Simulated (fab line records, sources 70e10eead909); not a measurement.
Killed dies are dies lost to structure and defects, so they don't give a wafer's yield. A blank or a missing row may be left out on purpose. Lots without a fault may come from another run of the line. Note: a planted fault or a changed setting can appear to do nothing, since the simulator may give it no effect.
Chamber matching || flow nand harc || 4 sister chambers for NHARC_A_CHANNEL_FILL_D1_ALD_16 on ald hk-01
The step deposits SiO2, target thk 1.5 nm, pulse time 10 s, ald cycles 15. 8 wafers are shown with their chamber, then 7 later ones without.

## WAFERS, EACH WITH ITS CHAMBER
{"wafer": "L077.3", "chamber": 2, "heater power w (W)": 471, "precursor pulse height rel": 0.973}
{"wafer": "L087.1", "chamber": 0, "heater power w (W)": 448, "precursor pulse height rel": 0.977}
{"wafer": "L087.3", "chamber": 1, "heater power w (W)": 496, "precursor pulse height rel": 0.997}
{"wafer": "L087.5", "chamber": 0, "heater power w (W)": 452, "precursor pulse height rel": 0.998}
{"wafer": "L088.1", "chamber": 2, "heater power w (W)": 480, "precursor pulse height rel": 0.969}
{"wafer": "L088.5", "chamber": 3, "heater power w (W)": 497, "precursor pulse height rel": 1.024}
{"wafer": "L086.1", "chamber": 1, "heater power w (W)": 487, "precursor pulse height rel": 0.969}
{"wafer": "L086.2", "chamber": 3, "heater power w (W)": 511, "precursor pulse height rel": 1.005}

## WAFERS WITHOUT THEIR CHAMBER
{"wafer": "L086.6", "heater power w (W)": 492, "precursor pulse height rel": 0.997}
{"wafer": "L085.1", "heater power w (W)": 435, "precursor pulse height rel": 0.994}
{"wafer": "L085.4", "heater power w (W)": 485, "precursor pulse height rel": 1.014}
{"wafer": "L085.6", "heater power w (W)": 482, "precursor pulse height rel": 1.045}
{"wafer": "L096.1", "heater power w (W)": 475, "precursor pulse height rel": 0.961}
{"wafer": "L096.2", "heater power w (W)": 499, "precursor pulse height rel": 1.018}
{"wafer": "L096.6", "heater power w (W)": 491, "precursor pulse height rel": 0.990}

## EACH ONE'S CHAMBER
{"wafer": "L086.6", "from the rows above": "can't be placed: 1 or 3", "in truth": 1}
{"wafer": "L085.1", "from the rows above": 0, "in truth": 0}
{"wafer": "L085.4", "from the rows above": "can't be placed: 1 or 3 or 2", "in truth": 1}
{"wafer": "L085.6", "from the rows above": "can't be placed: 3 or 1 or 2", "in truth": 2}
{"wafer": "L096.1", "from the rows above": 2, "in truth": 2}
{"wafer": "L096.2", "from the rows above": "can't be placed: 3 or 1", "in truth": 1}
{"wafer": "L096.6", "from the rows above": 1, "in truth": 1}
Correct placement for 3 of the 7. Can't be placed from these rows: 4 (the true chamber is among the candidates in 4). Wrongly placed: 0.
How it was worked out, from the rows above alone: a wafer's distance from a chamber is the root of the sum, over the readings, of the square of ((its reading less the chamber's mean) divided by the reading's scatter). If the next closest chamber is less than 2 further off than the closest, the wafer can't be placed; otherwise it belongs to the closest. For every chamber, the mean is computed from those of its wafers that are shown. The scatter is the square root of a quotient: the sum, over the shown wafers, of each reading's squared deviation from its chamber's mean, divided by wafers minus chambers.
